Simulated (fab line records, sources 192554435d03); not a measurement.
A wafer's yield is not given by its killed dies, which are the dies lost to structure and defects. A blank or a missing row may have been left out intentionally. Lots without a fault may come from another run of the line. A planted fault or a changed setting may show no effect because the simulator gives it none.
Chamber matching | flow n5Finfet | cvdCo-02 running N5_BEOL_M1_CO_CAP_55: 3 sister chambers
The step material Co, precursor CCTBA/H2, target thk 2 nm, time 102.1 s. 3 wafers are shown with their chamber, then 6 later ones without.

WAFERS PAIRED WITH THEIR CHAMBERS
wafer  | chamber | heaterPowerW (W)
L997.5 | 0       | 239
L999.1 | 1       | 227
L999.2 | 2       | 201

WAFERS WITHOUT THEIR CHAMBER
wafer  | heaterPowerW (W)
L999.3 | 230
L101.2 | 235
L101.3 | 197
L101.4 | 224
L103.2 | 205
L103.6 | 208

THE CHAMBER EACH PASSED THROUGH
wafer  | from the rows above     | in truth
L999.3 | can't be placed: 1 or 0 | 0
L101.2 | can't be placed: 0 or 1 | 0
L101.3 | 2                       | 2
L101.4 | 1                       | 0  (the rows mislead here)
L103.2 | 2                       | 2
L103.6 | 2                       | 2
3 of 6 placed correctly. Unplaceable from these rows: 2, with the true chamber sitting among the candidates in 2. Number placed wrongly: 1.
How it was worked out, from the rows above alone: a wafer's distance from a chamber is the root of the sum, over the readings, of the square of ((its reading less the chamber's mean) divided by the reading's scatter). The wafer belongs to the nearest chamber; if the next one is less than 2 further off, it can't be placed. For every chamber, the mean is computed from those of its wafers that are shown. The scatter: root of mean squared gap, hidden wafer to nearest shown wafer, with one shown wafer a chamber.
